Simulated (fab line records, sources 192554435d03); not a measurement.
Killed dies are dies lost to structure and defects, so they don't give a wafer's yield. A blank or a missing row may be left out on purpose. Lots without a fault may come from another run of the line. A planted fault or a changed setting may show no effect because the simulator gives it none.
A struck lot beside a sound one | flow n5_finfet | 20 steps out of a route of 1938
Sound: wafers L955.2, L955.3, L955.4. Struck: wafers L949.1, L949.4, L949.5. The cause comes at the end.
At each step with rows: each side's tool, then ch and its chambers, then its first start. Under that, the readings that differ: sound wafers | struck wafers | difference of the means | sigmas: that difference in standard deviations of wafers without a fault.
alike: readings whose means differ by less than 2 such deviations, and words and numbers that are the same on both sides. not compared: withheld readings, readings that some wafer has no value for, bounds like >300 that may hide the same value, and numbers for which the record gives no deviation and whose values overlap.
The two part at a step that has a row with sigmas, a row that says differs or no value, or rows on one side only. Numbers that don't overlap but have no deviation are shown without sigmas and don't part them. A reading that every wafer of one side lacks parts them only if that side has two wafers or more.

first, 6 steps without rows for these wafers: N5_BEOL_M2_COAT_05 (resist thk 30 nm); N5_BEOL_M2_EBR_07; N5_BEOL_M2_SOFTBAKE_06 (time 60 s); N5_BEOL_M2_EXPOSE_08 (exposes mask M2); N5_BEOL_M2_PEB_09 (peb time 60 s); N5_BEOL_M2_DEVELOP_10 (develop time 30 s).
N5_BEOL_M2_CD_MEAS_11: target cd 16.79 nm.
  sound on cd_sem-03 ch 0, day 10 02:31; struck on cd_sem-02 ch 0, day 8 06:39
  alike: cd_nm
N5_BEOL_M2_OVL_MEAS_12:
  sound on overlay-02 ch 0, day 10 02:33; struck on overlay-01 ch 0, day 8 06:41
  alike: M2_OVL
N5_BEOL_M2_INSPECT_13: inspects for defects (brightfield).
  sound on defect_inspect-02, day 10 02:37; struck on defect_inspect-02, day 8 06:44
  alike: raw_defect_count
N5_BEOL_M2_DESCUM_16: chemistry O2, time 7 s.
  sound on rie_diel-01 ch 0,1,2, day 10 02:46; struck on rie_diel-03 ch 1,3, day 8 06:46
  alike: drypump_motor_current_A, oes_product_au, rf_vpp_V, showerhead_plenum_p_Torr, throttle_valve_pct
  not compared: rf_hours_counter_h
N5_BEOL_M2_ETCH_74: etches underlayer in N2/H2, target depth 6.5 nm, time 5.2 s.
  sound on rie_diel-01 ch 0,1,2, day 10 02:48; struck on rie_diel-03 ch 1,3, day 8 06:49
  alike: drypump_motor_current_A, etch_rf_on_time_s, h2_flow_sccm, oes_product_au, rf_vpp_V, showerhead_plenum_p_Torr, throttle_valve_pct
  not compared: rf_hours_counter_h
N5_BEOL_M2_ETCH_63: etches SiARC in CF4, target depth 15.6 nm, time 26 s.
  sound on rie_diel-01 ch 0,1,2, day 10 02:49; struck on rie_diel-03 ch 1,3, day 8 06:49
  alike: drypump_motor_current_A, etch_rf_on_time_s, oes_product_au, rf_vpp_V, showerhead_plenum_p_Torr, throttle_valve_pct
  not compared: rf_hours_counter_h
N5_BEOL_M2_ETCH_64: etches SOC in N2/H2, target depth 75 nm, overetch 22.5 nm, time 121.9 s.
  sound on rie_diel-01 ch 0,1,2, day 10 02:50; struck on rie_diel-03 ch 1,3, day 8 06:51
  reading                                    | sound       | struck      | difference | sigmas
  model.SiARC_of_BEOL_M2_COAT_62.thk_nm (nm) | 6.2 6.4 6.2 | 5.6 5.6 5.6 | -0.7       |
  alike: drypump_motor_current_A, h2_flow_sccm, oes_product_au, rf_vpp_V, showerhead_plenum_p_Torr, throttle_valve_pct
  not compared: rf_hours_counter_h
then, 2 steps without rows for these wafers: N5_BEOL_M2_STRIP_65 (strips in N2/H2); N5_BEOL_M2_STRIP_75 (strips in N2/H2).
N5_BEOL_M2_STRIP_66: strips in CF4.
  sound on rie_diel-01 ch 0,1,2, day 10 02:59; struck on rie_diel-03 ch 1,3, day 8 06:59
  alike: drypump_motor_current_A, oes_product_au, rf_vpp_V, showerhead_plenum_p_Torr, throttle_valve_pct
  not compared: rf_hours_counter_h
N5_BEOL_M2_HM_OPEN_17: chemistry Cl2/BCl3, target TiN, target depth 20 nm, overetch 6 nm.
  sound on rie_metal-02 ch 0, day 10 03:03; struck on rie_metal-01 ch 0,1, day 8 07:02
  reading                     | sound             | struck            | difference | sigmas
  drypump_motor_current_A (A) | 4.92 4.92 4.91    | 5.46 5.47 5.62    | +0.60      | +2
  oes_product_au (a.u.)       | 0.52 0.51 0.51    | 0.76 0.74 0.76    | +0.24      | +2
  model.etch.depth_nm (nm)    | 19.65 19.38 19.63 | 19.06 18.82 18.96 | -0.61      |
  alike: throttle_valve_pct
  not compared: rf_hours_counter_h
N5_BEOL_M2_STRIP_19: strips in O2.
  sound on rie_diel-03 ch 1,2,3, day 10 03:13; struck on rie_diel-03 ch 0,2, day 8 07:16
  alike: drypump_motor_current_A, oes_product_au, rf_vpp_V, showerhead_plenum_p_Torr, throttle_valve_pct
  not compared: rf_hours_counter_h
N5_BEOL_M4_RC_MEAS_101:
  sound on prober-02 ch 0, day 11 11:02; struck on prober-01 ch 0, day 9 17:16
  reading        | sound          | struck         | difference | sigmas
  IOFF_P (nA/um) | 0.29 0.25 0.32 | 0.15 0.16 0.21 | -0.11      | -2
  ION_P (uA/um)  | 473 470 472    | 448 455 456    | -19        | -2
  VT_N (mV)      | 241 243 242    | 255 252 247    | +9         | +2
  VT_P (mV)      | -242 -248 -243 | -260 -257 -253 | -12        | -3
  alike: DIBL_N, DIBL_P, IOFF_N, ION_N, SS_N, SS_P
then, 1 step without rows for these wafers: N5_PASSIVATION_PROBE_49.

WHERE THEY PART
First at N5_BEOL_M2_HM_OPEN_17; last, within this record, at N5_BEOL_M4_RC_MEAS_101.

WHY: what the simulator had put in
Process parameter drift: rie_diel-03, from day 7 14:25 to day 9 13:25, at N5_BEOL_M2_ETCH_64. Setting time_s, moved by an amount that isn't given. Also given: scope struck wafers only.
